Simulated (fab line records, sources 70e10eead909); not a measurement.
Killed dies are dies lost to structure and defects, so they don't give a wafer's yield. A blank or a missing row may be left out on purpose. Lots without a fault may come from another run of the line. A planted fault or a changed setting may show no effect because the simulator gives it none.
Which tool did it? | flow nand_harc | 6 lots, 18 wafers sampled, at 5 steps of a route of 1302

WHAT THE GAUGES READ, wafer by wafer
NHARC_A_BONDPAD_THK_MEAS_20: measures by xrf.
lot  | measured     | on            | thk_nm (nm)
L646 | day 24 16:39 | film_metro-01 | 171.3 169.5 169.8
L654 | day 28 11:40 | film_metro-01 | 403.2 404.9 397.3 403.7 405.1 397.2
L655 | day 28 21:02 | film_metro-01 | 399.1 397.6 401.3 400.4 395.2 402.1
L660 | day 30 17:20 | film_metro-01 | 170.2 166.9 170.4
L662 | day 31 14:19 | film_metro-01 | 168.3 168.0 169.8
L665 | day 33 10:18 | film_metro-02 | 169.3 168.6 168.3

WHICH TOOL RAN EACH LOT (tool, then ch and the chambers of the sampled wafers, then the start)
lot  | NHARC_A_BONDPAD_CMP_29        | NHARC_A_BONDPAD_ETCH_34            | NHARC_A_BONDPAD_DEGAS_25     | NHARC_A_BONDPAD_CMP_19
L646 | cmp-01 ch 0,2, day 24 13:14   | rie_diel-08 ch 0,2,3, day 24 14:25 | pvd_sputter-02, day 24 15:15 | cmp-01 ch 0,2, day 24 16:20
L654 | cmp-02 ch 0,1,2, day 28 08:09 | rie_diel-08 ch 0,1,2, day 28 09:07 | pvd_sputter-02, day 28 09:58 | cmp-01 ch 0,3, day 28 11:23
L655 | cmp-04 ch 0,3, day 28 17:40   | rie_diel-08 ch 0,1,2, day 28 18:47 | pvd_sputter-03, day 28 19:38 | cmp-04 ch 0,2,3, day 28 20:46
L660 | cmp-01 ch 1,2, day 30 13:53   | rie_diel-08 ch 0,2,3, day 30 14:50 | pvd_sputter-02, day 30 15:43 | cmp-04 ch 0,2, day 30 17:01
L662 | cmp-04 ch 0,1,2, day 31 11:00 | rie_diel-08 ch 0,2,3, day 31 12:04 | pvd_sputter-01, day 31 12:55 | cmp-02 ch 0,1,2, day 31 13:59
L665 | cmp-02 ch 1,2,3, day 33 06:56 | rie_diel-08 ch 1,2,3, day 33 08:03 | pvd_sputter-02, day 33 08:54 | cmp-04 ch 1,2,3, day 33 10:02
- NHARC_A_BONDPAD_CMP_29: polishes SiCN, target thk 200 nm.
- NHARC_A_BONDPAD_ETCH_34: etches the open film in N2/H2, target depth 60 nm, overetch 18 nm, time 65.91 s.
- NHARC_A_BONDPAD_DEGAS_25: time 60 s.
- NHARC_A_BONDPAD_CMP_19: polishes, t overpolish 30 s, cu recess touch 16 s, target thk 169.82 nm.

THE ANSWER, worked out from the rows above alone
Rule: what is usual is taken from the lots themselves. Put in order of their means at a reading, lots are off if they are a third of the lots or fewer, leave a main group of 4 or more, and stand apart from it by a gap of 3 or more times the standard deviation of the main group's means; of several such gaps the widest counts. A main group whose means are all the same, to the digits that the tables above print for the reading, isn't used. A lot without any number at a reading at which 4 lots or more have one is off too. The other lots that the step has rows for count as sound.
Off: L654, L655, at NHARC_A_BONDPAD_THK_MEAS_20 (thk_nm). The main group: mean 169.2 nm, standard deviation 0.61.
A tool fits if, at a process step before that reading, it ran every lot that is off, and no sound lot after the first of them. The gauges at NHARC_A_BONDPAD_THK_MEAS_20 are tried like those tools. None of those tried fits.

WHAT THE SIMULATOR HAD PUT IN
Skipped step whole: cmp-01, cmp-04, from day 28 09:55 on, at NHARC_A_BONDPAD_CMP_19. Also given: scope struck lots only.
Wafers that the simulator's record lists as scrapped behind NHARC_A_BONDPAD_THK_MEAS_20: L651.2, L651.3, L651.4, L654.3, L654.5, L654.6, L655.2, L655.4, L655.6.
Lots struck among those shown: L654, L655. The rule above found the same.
